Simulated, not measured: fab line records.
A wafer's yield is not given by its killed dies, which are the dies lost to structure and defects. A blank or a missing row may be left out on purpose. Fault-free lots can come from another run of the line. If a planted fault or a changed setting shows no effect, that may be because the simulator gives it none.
fab line records | flow n5Finfet
[record] lots = 10 wafers = 28 lastDay = 17
route steps=1938 shown SD_EPI_P@314 BEOL_M4@1093 BEOL_M5@1115
lots that met no fault: from a run of the same line without faults
startH: hours from the record's opening day to when the first of the lot's shown wafers began | waitH: time in hours since the lot's previous step | " the same as in the row above | L1.1+2: one row covering several wafers at once | - no value, or no start was given | * or withheld: withheld | < > ~ a bound
route shown NAME@n: names a module that has steps shown in the file, with the first one's number in the route | usual: average and standard deviation across the fault-free wafers | same: alike in all rows | chamber/n: place in a boat | sites: per-site readings | _std_site: how widely they spread, as a standard deviation | _edge_site: outer sites' mean less inner sites' | radiusMm: how far each site lies from the wafer's centre | mask NAME#n: copy n | behind: the tool/chamber that last shaped the wafer | hold: why the lot was held/for how many hours/how that ended | device: the transistor (n, p or np) that didn't switch | end of line: the route-end tests of the same wafers | for a step that has no rows: nothing shown but its recipe | killed: the dies lost at the first sort to structure and to defects; this is not the yield of the wafer | map: dies across one wafer; x = killed, . = not, _ = none there
set.NAME: the setting the step ran with; set.NAME@STEP: the setting that earlier step ran with | model.NAME: the simulator's own value behind a step, which no gauge read
one table for each step of the route and one row for each wafer, over a sample of lots
services: a tool's chamber out of use, with start hour (startH, from the record's first day; less than 0 if before it), hours out, and reason
[[steps]]
[step N5_SD_EPI_P_SD_RECESS_17]
[recipe] chemistry = HBr/Cl2/O2 targetDepthA = 391 btTimeS = 3 pressureMtorr = 10 icpW = 800 biasW = 112 HBr_flow_sccm = 150 Cl2_flow_sccm = 80 O2_flow_sccm = 12
[usual] O2_flow_sccm = 12.00/0.037 drypumpMotorCurrentA = 5.7/0.55 oesProductAu = 1.008/0.017 throttleValvePct = 36.95/0.21
// columns lot.wafer tool chamber startH waitH O2_flow_sccm drypumpMotorCurrentA oesProductAu rfHoursCounterH throttleValvePct
L535.2 rieSi-02 2 59.49 0.0 11.98 6.6 1.019 157 37.25
L535.3 " 0 " " 12.09 6.2 0.994 168 37.08
L535.4 " 1 " " 12.06 4.9 1.002 3 37.18
L536.1 rieSi-01 0 61.58 0.0 12.03 6.4 0.992 136 36.48
L536.4 " 2 " " 11.94 5.3 1.022 6 37.09
L536.5 " 1 " " 12.06 5.8 0.989 - 36.92
L538.2 rieSi-04 0 72.38 0.0 12.00 5.5 1.037 26 36.78
L538.3 " 3 " " 11.99 4.7 1.008 149 37.12
L538.4 " 2 " " 12.01 5.8 1.009 58 37.13
L542.5 rieSi-01 0 97.29 0.1 12.03 6.4 1.005 - 36.50
L542.6 " 3 " " 12.10 5.6 1.031 - 36.90
L543.4 rieSi-01 2 103.25 0.0 11.98 5.3 1.015 7 37.08
L543.6 " 2 " " 12.02 5.3 1.014 - 37.08
L544.1 rieSi-01 2 109.61 0.0 11.97 5.3 1.010 7 37.09
L544.4 " 1 " " 11.92 5.8 1.004 156 36.91
L544.5 " 2 " " 12.03 5.3 1.012 - 37.07
L551.2 rieSi-04 2 150.10 0.0 11.97 5.7 1.011 60 37.14
L551.3 " 1 " " 11.97 6.2 1.016 57 36.97
L551.6 " 1 " " 11.91 6.2 1.015 - 36.96
L555.1 rieSi-02 1 178.33 0.0 11.93 4.9 1.012 6 37.16
L555.3 " 3 " " 11.95 4.8 0.965 110 36.94
L555.4 " 2 " " 12.03 6.6 1.037 159 37.25
L556.2 rieSi-02 3 179.50 0.0 12.03 4.9 0.968 110 36.93
L556.4 " 0 " " 12.04 6.2 0.999 170 37.08
L556.5 " 2 " " 12.04 6.5 1.030 - 37.24
L558.3 rieSi-01 2 192.34 0.0 11.96 5.3 1.013 9 37.10
L558.4 " 0 " " 11.96 6.4 0.994 138 36.50
L558.6 " 0 " " 12.01 6.4 1.001 - 36.49
[step N5_BEOL_M4_ANNEAL_89]
[recipe] tempC = 400 timeS = 240 ambient = vacuum
[usual] heaterPowerW = 846/83
// columns lot.wafer tool chamber startH waitH heaterPowerW
L535.2 pvdSputter-01 - 160.94 0.0 767
L535.3 " - " " 823
L535.4 " - " " 933
L536.1 pvdSputter-01 - 179.64 0.0 944
L536.4 " - " " 948
L536.5 " - " " 978
L538.2 pvdSputter-01 - 181.56 0.0 989
L538.3 " - " " 828
L538.4 " - " " 758
L542.5 pvdSputter-01 - 212.41 0.1 842
L542.6 " - " " 773
L543.4 pvdSputter-02 - 215.87 0.0 714
L543.6 " - " " 736
L544.1 pvdSputter-02 - 220.34 0.0 733
L544.4 " - " " 826
L544.5 " - " " 918
L551.2 pvdSputter-02 - 263.53 0.0 710
L551.3 " - " " 907
L551.6 " - " " 888
L555.1 pvdSputter-01 - 294.50 0.0 828
L555.3 " - " " 965
L555.4 " - " " 765
L556.2 pvdSputter-01 - 298.72 0.0 822
L556.4 " - " " 742
L556.5 " - " " 921
L558.3 pvdSputter-01 - 311.18 0.0 921
L558.4 " - " " 759
L558.6 " - " " 741
[step N5_BEOL_M4_CO_CAP_55]
[recipe] material = Co targetThkA = 20 tempC = 200 precursor = CCTBA/H2 pressureTorr = 30 timeS = 102.1
[usual] heaterPowerOuterW = 131/13 heaterPowerW = 250/24
// columns lot.wafer tool chamber startH waitH heaterPowerOuterW heaterPowerW
L535.2 cvdCo-01 1 162.61 0.0 122 228
L535.3 " 2 " " 123 239
L535.4 " 1 " " 118 229
L536.1 cvdCo-02 2 181.30 0.0 152 275
L536.4 " 1 " " 137 269
L536.5 " 0 " " 115 217
L538.2 cvdCo-02 0 183.32 0.0 114 209
L538.3 " 1 " " 142 271
L538.4 " 1 " " 137 281
L542.5 cvdCo-02 2 214.04 0.0 149 270
L542.6 " 1 " " 135 274
L543.4 cvdCo-01 0 217.57 0.0 127 259
L543.6 " 1 " " 119 223
L544.1 cvdCo-02 2 222.20 0.0 148 275
L544.4 " 1 " " 137 285
L544.5 " 0 " " 117 219
L551.2 cvdCo-02 1 265.20 0.0 142 281
L551.3 " 2 " " 154 274
L551.6 " 2 " " 148 266
L555.1 cvdCo-02 0 296.68 0.0 118 217
L555.3 " 1 " " 139 273
L555.4 " 2 " " 154 280
L556.2 cvdCo-01 0 300.39 0.0 123 255
L556.4 " 2 " " 121 240
L556.5 " 0 " " 126 254
L558.3 cvdCo-01 1 312.93 0.0 120 229
L558.4 " 0 " " 127 262
L558.6 " 2 " " 123 241
[step N5_BEOL_M4_RC_MEAS_101]
[usual] CJ_P = 5.81/0.14 DIBL_N = 36.3/1.4 DIBL_P = 36.2/1.5 IOFF_N = 0.160/0.021 IOFF_P = 0.211/0.027 ION_N = 676/7.7 ION_P = 463/5.5 SS_N = 71.4/0.57 SS_P = 73.3/0.58 VT_N = 249.3/2.5 VT_P = -250.1/2.6
// columns lot.wafer tool chamber startH waitH CJ_P DIBL_N[mV/V] DIBL_P[mV/V] IOFF_N[nA/um] IOFF_P[nA/um] ION_N[uA/um] ION_P[uA/um] SS_N[mV/dec] SS_P[mV/dec] VT_N[mV] VT_P[mV]
L535.2 prober-01 0 163.00 0.2 5.72 34.3 34.3 0.147 0.183 673 460 71.0 73.4 249.2 -253.5
L535.3 " 0 " " 5.88 35.3 34.4 0.144 0.182 667 455 71.3 73.5 251.0 -253.1
L535.4 " 0 " " 5.86 36.3 35.6 0.168 0.192 679 460 72.2 73.1 247.8 -251.2
L536.1 prober-01 0 181.54 0.0 5.76 38.2 38.3 0.174 0.251 683 471 72.4 73.7 248.6 -245.4
L536.4 " 0 " " 5.89 37.7 36.9 0.154 0.215 675 464 72.0 73.3 250.5 -246.7
L536.5 " 0 " " 5.86 39.7 38.2 0.195 0.248 675 465 72.0 73.9 248.5 -249.7
L538.2 prober-02 0 183.71 0.2 5.68 37.4 37.7 0.176 0.234 681 472 71.2 74.2 245.6 -246.2
L538.3 " 0 " " 5.84 37.2 36.4 0.156 0.216 669 460 71.7 74.4 251.1 -246.7
L538.4 " 0 " " 6.07 37.6 37.6 0.172 0.230 673 465 71.4 73.6 246.3 -246.6
L542.5 prober-01 0 214.86 0.6 6.06 35.9 34.0 0.139 0.198 677 469 70.9 72.5 249.1 -248.9
L542.6 " 0 " " 5.20 36.6 33.6 0.144 0.171 665 461 70.8 72.8 248.3 -252.3
L543.4 prober-01 0 218.23 0.5 5.18 35.3 35.3 0.157 0.186 672 454 70.7 73.1 251.2 -252.9
L543.6 " 0 " " 4.97 35.4 34.6 0.154 0.176 679 453 70.4 72.8 248.0 -251.2
L544.1 prober-02 0 222.49 0.0 5.97 34.5 35.8 0.155 0.194 687 471 71.6 72.5 249.1 -251.3
L544.4 " 0 " " 5.30 34.5 34.9 0.148 0.168 685 455 71.3 72.7 249.6 -252.0
L544.5 " 0 " " 5.93 34.8 36.1 0.159 0.199 690 467 71.2 73.2 249.1 -253.2
L551.2 prober-01 0 265.59 0.2 5.81 38.8 38.3 0.210 0.260 679 466 71.5 73.9 245.5 -248.1
L551.3 " 0 " " 5.74 36.8 36.7 0.172 0.236 685 462 71.6 73.6 248.6 -248.9
L551.6 " 0 " " 5.74 35.9 34.8 0.150 0.195 666 452 71.4 73.1 250.7 -251.8
L555.1 prober-02 0 296.92 0.0 5.86 36.2 37.0 0.155 0.210 681 465 71.0 72.6 248.7 -248.2
L555.3 " 0 " " 5.78 33.3 34.4 0.112 0.168 667 460 70.5 72.3 252.3 -251.6
L555.4 " 0 " " 6.02 35.4 36.0 0.134 0.185 676 465 71.1 72.1 250.8 -252.4
L556.2 prober-01 0 300.78 0.2 5.86 36.7 38.9 0.172 0.245 678 468 71.2 73.8 248.6 -249.6
L556.4 " 0 " " 5.94 34.1 35.2 0.128 0.191 662 462 70.9 72.5 250.9 -248.4
L556.5 " 0 " " 5.77 34.5 36.2 0.141 0.199 671 461 70.6 73.5 251.8 -251.2
L558.3 prober-01 0 313.48 0.3 6.03 36.2 36.6 0.155 0.221 673 465 71.6 74.1 250.7 -249.9
L558.4 " 0 " " 5.93 35.2 34.4 0.125 0.181 660 451 70.8 73.0 253.3 -250.6
L558.6 " 0 " " 5.98 37.5 37.0 0.157 0.228 673 460 71.8 74.3 250.6 -249.8
[step N5_BEOL_M5_PECVD_70]
[recipe] material = SiO2 targetThkA = 160 tempC = 400 precursor = TEOS/O2 pressureTorr = 5.5 rfW = 450 teosFlowSccm = 53.8 gas = O2 flowSccm = 3000 timeS = 18
[usual] heaterPowerOuterW = 433/72 heaterPowerW = 730/95 showerheadPlenumPTorr = 8.82/0.062 throttleValvePct = 22.0/1.2
// columns lot.wafer tool chamber startH waitH heaterPowerOuterW heaterPowerW showerheadPlenumPTorr throttleValvePct
L535.2 pecvd-03 0 164.90 0.0 395 676 8.86 21.1
L535.3 " 1 " " 403 742 8.85 21.9
L535.4 " 0 " " 398 657 8.87 21.4
L536.1 pecvd-03 0 183.13 0.0 372 614 8.87 21.3
L536.4 " 1 " " 389 690 8.87 22.0
L536.5 " 0 " " 364 629 8.87 21.6
L538.2 pecvd-03 0 185.13 0.0 421 705 8.87 21.1
L538.3 " 1 " " 416 728 8.87 22.1
L538.4 " 2 " " 495 819 8.83 21.4
L542.5 pecvd-02 0 215.84 0.1 520 872 8.65 24.6
L542.6 " 1 " " 429 699 8.77 23.5
L543.4 pecvd-02 0 219.36 0.1 596 950 8.66 24.8
L543.6 " 1 " " 372 627 8.76 23.4
L544.1 pecvd-01 1 224.06 0.0 348 571 8.81 21.8
L544.4 " 2 " " 380 725 8.76 21.5
L544.5 " 0 " " 393 689 8.81 23.8
L551.2 pecvd-03 2 267.01 0.0 507 805 8.84 21.3
L551.3 " 1 " " 392 743 8.84 22.0
L551.6 " 2 " " 517 815 8.85 21.7
L555.1 pecvd-01 2 298.49 0.0 408 744 8.79 21.4
L555.3 " 2 " " 394 760 8.79 21.5
L555.4 " 2 " " 397 727 8.79 21.5
L556.2 pecvd-03 1 302.22 0.0 421 751 8.84 22.0
L556.4 " 2 " " 556 870 8.83 21.5
L556.5 " 0 " " 370 645 8.87 21.2
L558.3 pecvd-02 0 314.74 0.0 571 913 8.64 24.8
L558.4 " 2 " " 316 510 8.81 20.7
L558.6 " 1 " " 438 718 8.79 23.7
[[services]]
// columns tool chamber startH hours kind
rieSi-01 - 59.69 1.5 repair
rieSi-02 2 101.70 3.4 repair
cvdCo-01 0 106.61 1.9 repair
rieSi-01 3 121.54 2.4 repair
rieSi-01 0 122.46 1.1 repair
pvdSputter-02 - 153.37 1.0 repair
rieSi-01 - 157.55 4.3 pm
cvdCo-02 - 191.70 1.9 repair
rieSi-02 2 197.34 4.0 repair
pecvd-03 0 199.89 3.5 repair
rieSi-01 0 225.56 1.0 repair
rieSi-02 - 241.90 14.6 pm
rieSi-01 1 254.32 3.7 repair
rieSi-01 2 260.12 9.2 repair
cvdCo-01 - 263.62 0.5 repair
pecvd-03 - 268.76 0.7 repair
pecvd-03 - 270.53 0.7 repair
pecvd-03 2 273.06 3.7 repair
cvdCo-01 - 273.90 6.9 pm
cvdCo-02 1 278.12 4.1 repair
cvdCo-01 - 291.28 6.0 pm
pvdSputter-01 - 300.26 1.2 repair
pecvd-03 - 307.08 2.8 pm
cvdCo-02 - 311.75 5.6 repair
[[key]]
[firstSign] step = N5_BEOL_M4_RC_MEAS_101 reading = CJ_P direction = down sigmas = 4.7 usual = 5.81 struck = 5.17
effect none on later readings
metAt N5_SD_EPI_P_SD_RECESS_17
struckLots L542,L543,L544
struckWafers L542.6,L543.4,L543.6,L544.4
notActingAt N5_BEOL_M4_ANNEAL_89,N5_BEOL_M4_CO_CAP_55,N5_BEOL_M5_PECVD_70
onsetBetween 61.58 97.29
[fault] kind = processParameterDrift tool = rieSi-01 chamber = - onsetH = 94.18 steps = N5_SD_EPI_P_SD_RECESS_17 channel = targetDepthA offset = -33.361 shape = step endH = 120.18 scope = struckWafersOnly actsIn = theseRecipesOnly stated = 391
